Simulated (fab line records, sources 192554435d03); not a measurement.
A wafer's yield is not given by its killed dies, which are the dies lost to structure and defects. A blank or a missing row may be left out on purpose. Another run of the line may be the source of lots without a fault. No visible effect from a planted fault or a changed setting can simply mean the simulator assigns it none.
8D (eight disciplines) problem report, filled in by code + flow n5_finfet + the parts of the form that need people (team, actions taken, sign-off) are left out

1. PROBLEM STATEMENT
Wafers without a fault read 1499.9 rpm, standard deviation 0.98; spin_speed_rpm at N5_BEOL_M1_COAT_61 reads a mean of 1352.9 rpm on 6 wafers belonging to 2 lots. That is -99 or more standard deviations from the usual mean.
The step: time 60 s, resist thk 60 nm.
First observed at day 11 03:01: wafer L251.1, on litho_track-01. The record holds 12 wafers of 4 lots with a number at this step. Rule for "out" (also "out of limits"): further than 4 standard deviations from the usual mean. Any other wafer with a number is counted as sound.

2. WHAT IT IS AND WHAT IT IS NOT
| question                    | is                     | is not                      |
|-----------------------------|------------------------|-----------------------------|
| which readings at this step | spin_speed_rpm         | -                           |
| which lots                  | L251, L252             | L232, L235                  |
| which wafers of those lots  | all that have a number | -                           |
| read on which tools         | litho_track-01         | litho_track-05              |
| when                        | from day 11 03:01      | up to then (6 sound wafers) |

3. THE SUSPECTS, EACH WITH WHAT RULES IT OUT
Counting: a tool stays on the suspect list if, at a process step up to the reading, it processed all lots that are out and no sound lot following the first of them.
- litho_track-01 at N5_BEOL_M1_COAT_61 (time 60 s, resist thk 60 nm): kept. It processed each lot that is out, first L251 at day 11 03:01, and no sound lot thereafter; up to then, the last sound lot it processed was L232 at day 6 13:03. On those wafers its own readings are out: spin_speed_rpm.
Remaining after the count: litho_track-01 at N5_BEOL_M1_COAT_61.

4. THE CAUSE (what the simulator had put in)
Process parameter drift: litho_track-01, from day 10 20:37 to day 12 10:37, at N5_BEOL_M1_COAT_61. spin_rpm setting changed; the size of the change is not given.
Counting left only this tool.

5. THE EFFECT CHAIN, in route order
Rows list readings where the struck wafers' mean (over those with a number) sits beyond 3 standard deviations from the usual. Only readings whose record carries a usual standard deviation are examined. hours: median over the lots of the time between each lot's start at the first step of this table that gives one and its start at this step. sigmas: the change, counted in usual standard deviations.
| hours | step               | reading        | usual      | on struck wafers | change | sigmas      |
|-------|--------------------|----------------|------------|------------------|--------|-------------|
| 0     | N5_BEOL_M1_COAT_61 | spin_speed_rpm | 1499.9 rpm | 1352.9           | -147.0 | -99 or more |
Its process steps:
- N5_BEOL_M1_COAT_61: time 60 s, resist thk 60 nm.
Later measuring or inspecting steps at which every struck wafer that the step has a row for has a number for every such reading, and none has moved that far: N5_BEOL_M4_RC_MEAS_101.

6. WHAT WOULD HAVE CAUGHT IT SOONER
The fault began at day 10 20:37; the first out-of-limits reading in this record came at day 11 03:01, 6 hours later.
